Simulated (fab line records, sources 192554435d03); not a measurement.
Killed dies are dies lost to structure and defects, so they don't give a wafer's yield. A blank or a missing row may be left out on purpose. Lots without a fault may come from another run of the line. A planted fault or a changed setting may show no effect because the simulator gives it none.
Chamber matching | flow n5_finfet | N5_SDB_DESCUM_16 on rie_diel-01: 4 sister chambers
The step chemistry O2, time 7.9 s. 4 wafers are shown with their chamber, then 8 later ones without.

WAFERS WITH THEIR CHAMBER
wafer  | chamber | throttle_valve_pct (%)
L075.2 | 1       | 21.02
L089.2 | 0       | 20.33
L089.5 | 3       | 20.51
L090.1 | 2       | 20.61

WAFERS WITHOUT THEIR CHAMBER
wafer  | throttle_valve_pct (%)
L090.3 | 20.33
L090.4 | 20.53
L092.1 | 20.59
L092.4 | 20.53
L092.6 | 21.06
L096.1 | 21.09
L096.2 | 20.61
L096.4 | 20.54

WHICH CHAMBER EACH WENT THROUGH
wafer  | from the rows above     | in truth
L090.3 | 0                       | 0
L090.4 | can't be placed: 3 or 2 | 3
L092.1 | can't be placed: 2 or 3 | 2
L092.4 | can't be placed: 3 or 2 | 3
L092.6 | 1                       | 1
L096.1 | 1                       | 1
L096.2 | 2                       | 2
L096.4 | can't be placed: 3 or 2 | 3
Placed correctly: 4 of 8. Can't be placed from these rows: 4 (the true chamber is among the candidates in 4). Placed wrongly: 0.
How it was worked out, from the rows above alone: a wafer's distance from a chamber is the root of the sum, over the readings, of the square of ((its reading less the chamber's mean) divided by the reading's scatter). The wafer belongs to the nearest chamber; if the next one is less than 2 further off, it can't be placed. A chamber's mean is the mean of its shown wafers. The scatter: with one shown wafer a chamber, the root of the mean of the squares of how far each hidden wafer lies from its nearest shown one.
